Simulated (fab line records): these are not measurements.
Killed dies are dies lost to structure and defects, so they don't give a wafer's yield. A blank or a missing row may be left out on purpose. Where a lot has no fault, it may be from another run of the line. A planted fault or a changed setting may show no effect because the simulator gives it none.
The tool behind it: which one? ; flow nand_harc ; 13 lots with 38 wafers sampled at 5 steps, on a route of 1302 steps

WHAT THE GAUGES READ, wafer by wafer
NHARC_END_SORT_01.
lot;measured;on;killed_at_array;killed_at_other;killed_at_periphery;killed_dies;killed_open;killed_short
L756;day 31 17:33;prober-01;50 52 65;1 5 0;2 3 2;53 60 67;2 2 3;3 3 2
L770;day 34 00:19;prober-02;165 82;1 0;2 4;168 86;1 6;0 1

WHICH TOOL RAN EACH LOT (tool, then ch and the chambers of the sampled wafers, then the start)
lot;NHARC_A_WL_FILL_ALD_00;NHARC_THIN_TSV_PVD_51;NHARC_THIN_TSV_DESCUM_35;NHARC_THIN_TSV_ETCH_36
L748;ald_hk-01 ch 0,1,2, day 20 00:23;pvd_sputter-02, day 23 11:05 or earlier;rie_diel-13 ch 1,2,3, day 23 11:05;rie_metal-03 ch 0,1, day 23 11:29
L750;ald_hk-04 ch 2,3, day 20 23:17;pvd_sputter-01, day 24 18:26 or earlier;rie_diel-05 ch 0,1,3, day 24 18:26;rie_metal-01 ch 0,1, day 24 18:47
L749;ald_hk-04 ch 0,3, day 20 23:25;pvd_sputter-01, day 24 17:23 or earlier;rie_diel-09 ch 1,2, day 24 17:23;rie_metal-02 ch 0, day 24 17:47
L751;ald_hk-01 ch 0,1,2, day 21 16:49;pvd_sputter-01, day 25 07:35 or earlier;rie_diel-09 ch 0,1, day 25 07:35;rie_metal-02 ch 0,1, day 25 07:58
L753;ald_hk-01 ch 0,3, day 21 16:58;pvd_sputter-02, day 25 09:04 or earlier;rie_diel-13 ch 0,1,3, day 25 09:04;rie_metal-03 ch 0,1, day 25 09:25
L752;ald_hk-04 ch 0,1, day 21 19:41;pvd_sputter-03, day 25 06:24 or earlier;rie_diel-09 ch 0,3, day 25 06:24;rie_metal-03 ch 0,1, day 25 06:47
L754;ald_hk-01 ch 0,3, day 23 12:29;pvd_sputter-02, day 30 14:05 or earlier;rie_diel-09 ch 1,3, day 30 14:05;rie_metal-02 ch 0,1, day 30 14:28
L756;ald_hk-01 ch 0,1,2, day 24 03:08;pvd_sputter-01, day 30 15:24 or earlier;rie_diel-09 ch 0,2,3, day 30 15:24;rie_metal-03 ch 0, day 30 15:46
L761;ald_hk-03 ch 0,2,3, day 25 05:22;pvd_sputter-01, day 30 21:21 or earlier;rie_diel-05 ch 0,1,3, day 30 21:21;rie_metal-03 ch 0,1, day 30 21:49
L759;ald_hk-01 ch 1,2, day 25 05:23;pvd_sputter-02, day 30 20:19 or earlier;rie_diel-13 ch 1,2,3, day 30 20:19;rie_metal-02 ch 0,1, day 30 20:42
L765;ald_hk-01 ch 0,2, day 26 15:53;pvd_sputter-03, day 30 23:55 or earlier;rie_diel-13 ch 0,2,3, day 30 23:55;rie_metal-01 ch 0,1, day 31 00:18
L763;ald_hk-03 ch 1,2,3, day 26 19:46;pvd_sputter-02, day 31 02:08 or earlier;rie_diel-09 ch 0,2, day 31 02:08;rie_metal-02 ch 0,1, day 31 02:31
L770;ald_hk-01 ch 2,3, day 29 20:41;pvd_sputter-03, day 33 08:28 or earlier;rie_diel-05 ch 2,3, day 33 08:28;rie_metal-03 ch 0, day 33 08:52
- NHARC_A_WL_FILL_ALD_00: deposits Al2O3, target thk 3 nm, pulse time 3 s, ald cycles 30.
- NHARC_THIN_TSV_PVD_51: deposits Cu, target thk 100 nm.
- NHARC_THIN_TSV_DESCUM_35: chemistry O2, time 3 s.
- NHARC_THIN_TSV_ETCH_36: etches the open film in Cl2/BCl3, target depth 65 nm, time 18.571 s.

AS READ BY THE TOOLS THEMSELVES (means over the sampled wafers that have a number; for cases with no such wafer, the mark the record gives instead)
NHARC_A_WL_FILL_ALD_00.
lot;tool;heater_power_w (W);precursor_pulse_height_rel
L748;ald_hk-01;501;0.999
L750;ald_hk-04;452;0.993
L749;ald_hk-04;462;0.989
L751;ald_hk-01;494;0.995
L753;ald_hk-01;406;1.029
L752;ald_hk-04;428;0.981
L754;ald_hk-01;404;0.999
L756;ald_hk-01;500;1.000
L761;ald_hk-03;431;0.996
L759;ald_hk-01;519;1.002
L765;ald_hk-01;496;0.994
L763;ald_hk-03;412;1.021
L770;ald_hk-01;446;1.006

NHARC_THIN_TSV_PVD_51.
lot;tool;throttle_valve_pct (%)
L748;pvd_sputter-02;30.7
L750;pvd_sputter-01;31.6
L749;pvd_sputter-01;29.9
L751;pvd_sputter-01;31.1
L753;pvd_sputter-02;30.3
L752;pvd_sputter-03;30.8
L754;pvd_sputter-02;30.2
L756;pvd_sputter-01;30.0
L761;pvd_sputter-01;31.3
L759;pvd_sputter-02;30.4
L765;pvd_sputter-03;30.9
L763;pvd_sputter-02;30.2
L770;pvd_sputter-03;30.6

NHARC_THIN_TSV_DESCUM_35.
lot;tool;drypump_motor_current_A (A);o2_flow_sccm (sccm);oes_product_au (a.u.);rf_vpp_V (V);showerhead_plenum_p_Torr (Torr);throttle_valve_pct (%)
L748;rie_diel-13;6.1;200.4;0.994;57.7;1.95;11.309
L750;rie_diel-05;5.2;199.5;1.000;58.2;1.90;11.301
L749;rie_diel-09;5.5;199.6;0.998;57.0;1.79;11.315
L751;rie_diel-09;5.6;199.9;0.991;58.0;1.87;11.307
L753;rie_diel-13;6.2;199.6;0.992;57.7;1.92;11.301
L752;rie_diel-09;5.9;200.2;0.996;57.2;1.83;11.310
L754;rie_diel-09;5.8;200.2;1.003;57.4;1.80;11.304
L756;rie_diel-09;5.7;200.2;1.004;57.4;1.82;11.314
L761;rie_diel-05;5.2;199.9;1.003;58.1;1.90;11.314
L759;rie_diel-13;6.1;200.5;1.000;57.8;1.94;11.317
L765;rie_diel-13;5.8;199.7;0.990;57.6;1.88;11.309
L763;rie_diel-09;5.6;200.2;1.000;57.8;1.86;11.320
L770;rie_diel-05;5.4;200.0;1.000;57.8;1.90;11.312

NHARC_THIN_TSV_ETCH_36.
lot;tool;drypump_motor_current_A (A);oes_product_au (a.u.)
L748;rie_metal-03;5.8;1.003
L750;rie_metal-01;5.0;0.998
L749;rie_metal-02;6.1;0.988
L751;rie_metal-02;5.3;0.995
L753;rie_metal-03;5.8;1.003
L752;rie_metal-03;5.7;0.989
L754;rie_metal-02;5.2;0.996
L756;rie_metal-03;6.0;1.011
L761;rie_metal-03;5.8;1.010
L759;rie_metal-02;5.3;0.991
L765;rie_metal-01;5.0;1.006
L763;rie_metal-02;5.7;0.993
L770;rie_metal-03;6.0;0.998

THE ANSWER, worked out from the rows above alone
Rule: the lots themselves supply what counts as usual. The widest of any qualifying gaps counts: lots, ordered by their means at a reading, are off when they make up no more than a third of the lots, leave a main group of 4 or more, and stand apart from it by 3 or more times the standard deviation of that group's means. A main group is skipped when, at the precision printed for the reading in the tables above, its means are all equal. A lot without any number at a reading at which 4 lots or more have one is off too. Where the step has rows for the other lots, those lots are counted as sound. First the gauges in route order, then the tools' own readings, where a lot's mean is used as printed above. At the first step where some lot is off, the reading lying furthest off is the one used; lots without a number count as furthest.
Nothing can be told from this: no lot is off at any reading shown.

WHAT THE SIMULATOR HAD PUT IN
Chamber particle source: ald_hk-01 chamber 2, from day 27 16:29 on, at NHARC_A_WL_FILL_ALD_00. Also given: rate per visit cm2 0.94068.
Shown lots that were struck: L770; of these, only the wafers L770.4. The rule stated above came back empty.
